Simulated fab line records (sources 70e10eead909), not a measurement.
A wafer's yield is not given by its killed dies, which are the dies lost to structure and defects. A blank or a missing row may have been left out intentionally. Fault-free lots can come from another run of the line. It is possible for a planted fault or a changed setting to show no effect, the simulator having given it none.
Matching of chambers || flow nand-harc || 3 sister chambers for NHARC_A_STAIRCASE_DEP_322 on pecvd-01
The step deposits SiO2, target thk 7200 nm. 3 wafers are shown with their chamber, then 7 later ones without.

WAFERS PAIRED WITH THEIR CHAMBERS
{"wafer": "L080.5", "chamber": 2, "heater-power-w (W)": 557}
{"wafer": "L087.2", "chamber": 1, "heater-power-w (W)": 727}
{"wafer": "L087.4", "chamber": 0, "heater-power-w (W)": 778}

WAFERS MISSING THEIR CHAMBER
{"wafer": "L087.5", "heater-power-w (W)": 522}
{"wafer": "L092.1", "heater-power-w (W)": 637}
{"wafer": "L092.3", "heater-power-w (W)": 892}
{"wafer": "L092.6", "heater-power-w (W)": 625}
{"wafer": "L093.3", "heater-power-w (W)": 732}
{"wafer": "L093.5", "heater-power-w (W)": 639}
{"wafer": "L093.6", "heater-power-w (W)": 524}

CHAMBER TAKEN BY EACH
{"wafer": "L087.5", "from the rows above": 2, "in truth": 2}
{"wafer": "L092.1", "from the rows above": "can't be placed: 2 or 1 or 0", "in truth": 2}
{"wafer": "L092.3", "from the rows above": "can't be placed: 0 or 1", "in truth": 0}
{"wafer": "L092.6", "from the rows above": "can't be placed: 2 or 1 or 0", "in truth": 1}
{"wafer": "L093.3", "from the rows above": "can't be placed: 1 or 0", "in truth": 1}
{"wafer": "L093.5", "from the rows above": "can't be placed: 2 or 1 or 0", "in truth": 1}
{"wafer": "L093.6", "from the rows above": 2, "in truth": 2}
Correctly placed: 2 of 7. Cannot be placed on the basis of these rows: 5; the candidates contain the true chamber in 5. 0 placed wrongly.
How it was worked out, from the rows above alone: a wafer's distance from a chamber is the root of the sum, over the readings, of the square of ((its reading less the chamber's mean) divided by the reading's scatter). If the next closest chamber is less than 2 further off than the closest, the wafer can't be placed; otherwise it belongs to the closest. The mean given for a chamber averages the wafers shown for that chamber. The scatter: root of mean squared gap, hidden wafer to nearest shown wafer, with one shown wafer a chamber.
